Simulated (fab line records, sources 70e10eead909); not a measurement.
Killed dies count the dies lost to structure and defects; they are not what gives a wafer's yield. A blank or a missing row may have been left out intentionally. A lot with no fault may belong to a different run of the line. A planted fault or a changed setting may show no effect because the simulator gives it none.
Chamber matching | flow nandHarc | 4 sister chambers for NHARC_P_M0_STRIP_18 on rieDiel-07
The step strips in N2/H2. 4 wafers are shown with their chamber, then 7 later ones without.

WAFERS WITH THEIR CHAMBER
wafer  | chamber | drypumpMotorCurrentA (A)
L076.6 | 1       | 5.6
L086.2 | 0       | 5.2
L089.1 | 3       | 6.4
L089.3 | 2       | 5.0

WAFERS MISSING THEIR CHAMBER
wafer  | drypumpMotorCurrentA (A)
L089.4 | 5.2
L088.1 | 6.5
L088.2 | 5.2
L088.4 | 5.0
L090.4 | 5.6
L090.5 | 6.5
L090.6 | 5.0

WHICH CHAMBER EACH WENT THROUGH
wafer  | from the rows above | in truth
L089.4 | 0                   | 0
L088.1 | 3                   | 3
L088.2 | 0                   | 0
L088.4 | 2                   | 2
L090.4 | 1                   | 1
L090.5 | 3                   | 3
L090.6 | 2                   | 2
Placed correctly: 7 of 7. Number that these rows cannot place: 0. Number placed wrongly: 0.
How it was worked out, from the rows above alone: a wafer's distance from a chamber is the root of the sum, over the readings, of the square of ((its reading less the chamber's mean) divided by the reading's scatter). The wafer belongs to the nearest chamber; if the next one is less than 2 further off, it can't be placed. A chamber's mean is the mean of its shown wafers. The scatter (one wafer shown for each chamber): square how far every hidden wafer sits from the nearest shown wafer, average those squares and take the square root.
